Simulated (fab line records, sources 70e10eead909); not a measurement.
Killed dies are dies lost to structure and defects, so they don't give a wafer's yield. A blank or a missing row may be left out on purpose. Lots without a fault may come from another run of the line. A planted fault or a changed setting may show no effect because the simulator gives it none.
fab line records | flow nand_harc | part 2 of 2: steps 19 to 26 of 26
record lots=5 wafers=15 last_day=28
route steps=1302 shown A_STAIRCASE@659
lots that met no fault: from a run of the same line without faults
start_h: hours from the record's first day to the start of the lot's first wafer shown | wait_h: hours since the lot's step before | " the same as in the row above | L1.1+2: a row that stands for several wafers | - no value, or no start given | * or withheld: withheld | < > ~ a bound
route shown NAME@n: a module of which the file shows steps, and the number in the route of the first | usual: mean/standard deviation of fault-free wafers | same: alike in all rows | chamber/n: place in a boat | sites: the reading at each site | _std_site: their standard deviation | _edge_site: outer sites' mean less inner sites' | radius_mm: how far each site lies from the wafer's centre | mask NAME#n: copy n | behind: the tool/chamber that last shaped the wafer | hold: why the lot was held/for how many hours/how that ended | device: the transistor (n, p or np) that didn't switch | end of line: the same wafers' tests at the end of the route | a step without rows: its recipe alone | killed: dies lost to structure and defects at the first sort, not the wafer's yield | map: a wafer's dies, x killed, . not, _ none there
set.NAME: the setting as run; set.NAME@STEP: as run at that earlier step | model.NAME: the simulator's own value behind a step, which no gauge read
lots at some steps of the route; a table a step, a row a wafer
services: from which hour (start_h, from the record's first day; less than 0 if before it) a tool's chamber was out of use, for how many hours, and why
## steps
# step NHARC_A_STAIRCASE_TRIM_22
# recipe time_s=211.2 o2_flow_sccm=500 ar_flow_sccm=0 bias_w=0 chemistry=O2
# usual drypump_motor_current_A=5.8/0.45 oes_product_au=1.001/0.011 rf_vpp_V=58.0/0.89 showerhead_plenum_p_Torr=3.60/0.15 throttle_valve_pct=17.036/0.0089
# columns lot.wafer tool chamber start_h wait_h drypump_motor_current_A oes_product_au rf_hours_counter_h rf_vpp_V showerhead_plenum_p_Torr throttle_valve_pct
L080.3 rie_diel-04 1 - - 6.1 1.005 14 56.5 3.38 17.037
L080.2 " 2 " " 5.6 1.008 15 58.7 3.42 17.035
L080.5 " 0 " " 5.5 0.987 - 58.0 3.56 17.037
L082.1 rie_diel-04 1 - - 6.1 1.018 24 57.7 3.38 17.035
L082.4 " 2 " " 5.6 1.007 25 58.6 3.41 17.034
L082.5 " 1 " " 6.1 1.015 - 58.1 3.38 17.052
L084.3 rie_diel-04 3 - - 6.2 1.008 29 59.1 3.76 17.032
L084.5 " 3 " " 6.1 1.005 - 57.3 3.76 17.039
L084.6 " 0 " " 5.5 0.978 - 59.0 3.55 17.027
L085.4 rie_diel-13 2 - - 5.4 0.980 37 57.2 3.39 17.028
L085.3 " 3 " " 5.9 0.992 40 57.7 3.79 17.031
L085.5 " 1 " " 6.5 1.001 - 58.0 3.79 17.033
L086.3 rie_diel-01 2 - - 6.5 1.007 26 58.2 3.45 17.049
L086.4 " 3 " " 5.3 1.001 27 57.8 3.57 17.034
L086.6 " 2 " " 6.6 1.006 - 58.6 3.45 17.036
# step NHARC_A_STAIRCASE_ETCH_23
# recipe target_depth_a=1000 time_s=40.5 ion_energy_ev=400 c4f8_flow_sccm=20 o2_flow_sccm=10 ar_flow_sccm=withheld rf_w=600 bias_w=1000 chemistry=C4F8/O2
# usual oes_product_au=0.948/0.014 rf_vpp_V=898/5.6
# columns lot.wafer tool chamber start_h wait_h oes_product_au rf_hours_counter_h rf_vpp_V
L080.2 rie_diel-04 2 - - 0.973 15 893
L080.3 " 3 " " 0.953 14 903
L080.5 " 1 " " 0.973 - 893
L082.1 rie_diel-04 2 - - 0.943 25 892
L082.4 " 3 " " 0.941 23 904
L082.5 " 2 " " 0.936 - 891
L084.3 rie_diel-04 1 - - 0.965 28 890
L084.6 " 0 " " 0.917 - 898
L084.5 " 1 " " 0.963 - 890
L085.4 rie_diel-13 1 - - 0.945 33 906
L085.3 " 3 " " 0.961 40 905
L085.5 " 0 " " 0.960 - 903
L086.4 rie_diel-01 2 - - 0.938 26 894
L086.3 " 3 " " 0.973 27 896
L086.6 " 3 " " 0.974 - 897
# step NHARC_A_STAIRCASE_TRIM_24
# recipe time_s=211.2 o2_flow_sccm=500 ar_flow_sccm=0 bias_w=0 chemistry=O2
# usual drypump_motor_current_A=5.8/0.45 oes_product_au=1.001/0.012 rf_vpp_V=58.1/0.9 showerhead_plenum_p_Torr=3.60/0.15 throttle_valve_pct=17.036/0.0096
# columns lot.wafer tool chamber start_h wait_h drypump_motor_current_A oes_product_au rf_hours_counter_h rf_vpp_V showerhead_plenum_p_Torr throttle_valve_pct
L080.2 rie_diel-04 3 - - 6.2 1.001 14 58.3 3.77 17.033
L080.3 " 0 " " 5.5 0.980 13 58.4 3.56 17.026
L080.5 " 1 " " 6.1 1.004 - 56.2 3.38 17.031
L082.4 rie_diel-04 2 - - 5.6 1.019 25 57.1 3.41 17.027
L082.1 " 0 " " 5.5 0.981 22 58.9 3.55 17.027
L082.5 " 2 " " 5.6 1.008 - 57.3 3.41 17.035
L084.3 rie_diel-04 2 - - 5.6 1.008 29 56.9 3.41 17.026
L084.5 " 3 " " 6.2 0.998 - 59.9 3.76 17.027
L084.6 " 0 " " 5.5 0.984 - 57.0 3.55 17.038
L085.4 rie_diel-13 2 - - 5.4 0.993 38 57.4 3.39 17.037
L085.3 " 3 " " 5.9 1.003 40 57.9 3.79 17.026
L085.5 " 3 " " 5.9 0.998 - 58.5 3.79 17.006
L086.4 rie_diel-01 3 - - 5.3 1.003 28 58.6 3.57 17.023
L086.3 " 1 " " 5.7 0.995 25 56.7 3.61 17.040
L086.6 " 3 " " 5.3 1.002 - 58.7 3.57 17.039
# step NHARC_A_STAIRCASE_ETCH_25
# recipe target_depth_a=1000 time_s=40.5 ion_energy_ev=400 c4f8_flow_sccm=20 o2_flow_sccm=10 ar_flow_sccm=withheld rf_w=600 bias_w=1000 chemistry=C4F8/O2
# usual oes_product_au=0.946/0.012 rf_vpp_V=898/5.7
# columns lot.wafer tool chamber start_h wait_h oes_product_au rf_hours_counter_h rf_vpp_V
L080.3 rie_diel-04 2 - - 0.961 15 893
L080.2 " 1 " " 0.965 14 891
L080.5 " 3 " " 0.951 - 904
L082.1 rie_diel-04 1 - - 0.962 25 889
L082.4 " 3 " " 0.931 23 904
L082.5 " 2 " " 0.938 - 892
L084.3 rie_diel-04 2 - - 0.941 29 890
L084.5 " 1 " " 0.940 - 890
L084.6 " 2 " " 0.938 - 893
L085.4 rie_diel-13 1 - - 0.953 33 905
L085.3 " 0 " " 0.956 35 903
L085.5 " 1 " " 0.945 - 905
L086.4 rie_diel-01 1 - - 0.952 25 898
L086.3 " 3 " " 0.954 28 897
L086.6 " 1 " " 0.944 - 898
# step NHARC_A_STAIRCASE_TRIM_26
# recipe time_s=211.2 o2_flow_sccm=500 ar_flow_sccm=0 bias_w=0 chemistry=O2
# usual drypump_motor_current_A=5.8/0.46 oes_product_au=1.001/0.01 rf_vpp_V=57.9/0.9 showerhead_plenum_p_Torr=3.60/0.15 throttle_valve_pct=17.036/0.0098
# columns lot.wafer tool chamber start_h wait_h drypump_motor_current_A oes_product_au rf_hours_counter_h rf_vpp_V showerhead_plenum_p_Torr throttle_valve_pct
L080.2 rie_diel-04 0 - - 5.5 0.984 13 57.2 3.56 17.046
L080.3 " 1 " " 6.1 1.011 14 56.6 3.38 17.032
L080.5 " 3 " " 6.2 0.992 - 59.0 3.77 17.055
L082.1 rie_diel-04 0 - - 5.5 0.975 26 56.8 3.55 17.029
L082.4 " 1 " " 6.1 1.017 27 58.2 3.38 17.043
L082.5 " 3 " " 6.2 1.000 - 57.6 3.76 17.024
L084.3 rie_diel-04 1 - - 6.1 1.001 29 57.4 3.37 17.033
L084.6 " 0 " " 5.5 0.966 - 59.2 3.55 17.063
L084.5 " 1 " " 6.1 1.012 - 57.1 3.37 17.035
L085.4 rie_diel-13 3 - - 5.9 0.990 40 58.9 3.78 17.032
L085.3 " 1 " " 6.6 1.006 33 57.5 3.79 17.052
L085.5 " 2 " " 5.4 0.986 - 56.3 3.38 17.026
L086.3 rie_diel-01 2 - - 6.5 1.005 26 56.6 3.45 17.040
L086.4 " 3 " " 5.4 1.010 28 57.8 3.57 17.044
L086.6 " 1 " " 5.7 0.992 - 55.7 3.61 17.035
# step NHARC_A_STAIRCASE_ETCH_27
# recipe target_depth_a=1000 time_s=40.5 ion_energy_ev=400 c4f8_flow_sccm=20 o2_flow_sccm=10 ar_flow_sccm=withheld rf_w=600 bias_w=1000 chemistry=C4F8/O2
# usual oes_product_au=0.946/0.012 rf_vpp_V=898/5.7
# columns lot.wafer tool chamber start_h wait_h oes_product_au rf_hours_counter_h rf_vpp_V
L080.3 rie_diel-04 2 - - 0.954 15 891
L080.2 " 3 " " 0.950 14 904
L080.5 " 2 " " 0.955 - 894
L082.1 rie_diel-04 2 - - 0.955 27 892
L082.4 " 3 " " 0.954 27 903
L082.5 " 2 " " 0.957 - 891
L084.3 rie_diel-04 1 - - 0.938 29 890
L084.5 " 3 " " 0.943 - 905
L084.6 " 0 " " 0.919 - 897
L085.4 rie_diel-13 3 - - 0.937 40 905
L085.3 " 0 " " 0.958 35 903
L085.5 " 1 " " 0.963 - 906
L086.4 rie_diel-01 3 - - 0.946 28 897
L086.3 " 0 " " 0.958 26 904
L086.6 " 3 " " 0.964 - 897
# step NHARC_A_STAIRCASE_STRIP_175
# recipe power_w=1500 temp_c=250 chemistry=O2
# usual drypump_motor_current_A=5.8/0.54 heater_power_w=343/27
# columns lot.wafer tool chamber start_h wait_h drypump_motor_current_A heater_power_w rf_hours_counter_h
L080.2 plasma_asher-01 0 408.32 0.1 5.8 329 11
L080.3 " 1 " " 6.6 362 -
L080.5 " 1 " " 6.6 374 -
L082.1 plasma_asher-01 1 442.31 0.1 6.6 367 18
L082.4 " 0 " " 5.8 326 -
L082.5 " 0 " " 5.8 330 -
L084.3 plasma_asher-01 1 456.85 0.4 6.6 372 -
L084.6 " 0 " " 5.8 333 -
L084.5 " 1 " " 6.6 371 -
L085.3 plasma_asher-02 1 461.14 0.2 5.1 364 -
L085.4 " 0 " " 5.6 296 -
L085.5 " 1 " " 5.1 354 -
L086.4 plasma_asher-02 1 471.12 0.2 5.0 357 -
L086.3 " 0 " " 5.6 307 -
L086.6 " 0 " " 5.6 299 -
# step NHARC_A_STAIRCASE_STRIP_148
# recipe time_s=900 temp_c=130 chemistry=SPM
# usual bath_guard_temp_C=130.1/0.57
# columns lot.wafer tool chamber start_h wait_h bath_guard_temp_C
L080.2 wet_bench-03 6 408.62 0.3 130.4
L080.5 " 7 " " 129.4
L080.3 " 2 " " 130.6
L082.4 wet_bench-07 3 442.66 0.2 129.8
L082.5 " 6 " " 130.3
L082.1 " 7 " " 129.4
L084.3 wet_bench-03 5 457.09 0.2 130.7
L084.6 " 6 " " 130.3
L084.5 " 7 " " 129.2
L085.3 wet_bench-03 5 461.39 0.2 131.0
L085.5 " 0 " " 128.9
L085.4 " 2 " " 130.4
L086.4 wet_bench-05 5 471.40 0.2 130.4
L086.3 " 6 " " 130.7
L086.6 " 7 " " 130.2
## services
# columns tool chamber start_h hours kind
rie_diel-01 - 382.24 9.0 pm
wet_bench-03 - 386.47 8.0 pm
rie_diel-04 0 388.40 - clean
rie_diel-13 0 400.05 - clean
rie_diel-13 1 400.05 - clean
rie_diel-13 2 400.05 - clean
rie_diel-13 3 400.05 - clean
krf_scanner-01 - 415.05 1.2 repair
krf_scanner-01 - 422.24 0.9 repair
rie_diel-13 0 425.50 - clean
rie_diel-13 1 425.50 - clean
rie_diel-13 2 425.50 - clean
rie_diel-13 3 425.50 - clean
litho_track-07 - 426.00 7.0 pm
plasma_asher-02 - 426.29 9.0 pm
wet_bench-05 - 436.80 8.0 pm
krf_scanner-02 - 438.00 4.0 pm
krf_scanner-02 - 447.89 1.9 repair
rie_diel-04 - 448.83 3.5 repair
litho_track-03 - 450.00 7.0 pm
rie_diel-13 0 452.31 - clean
rie_diel-13 1 452.31 - clean
rie_diel-13 2 452.31 - clean
rie_diel-13 3 452.31 - clean
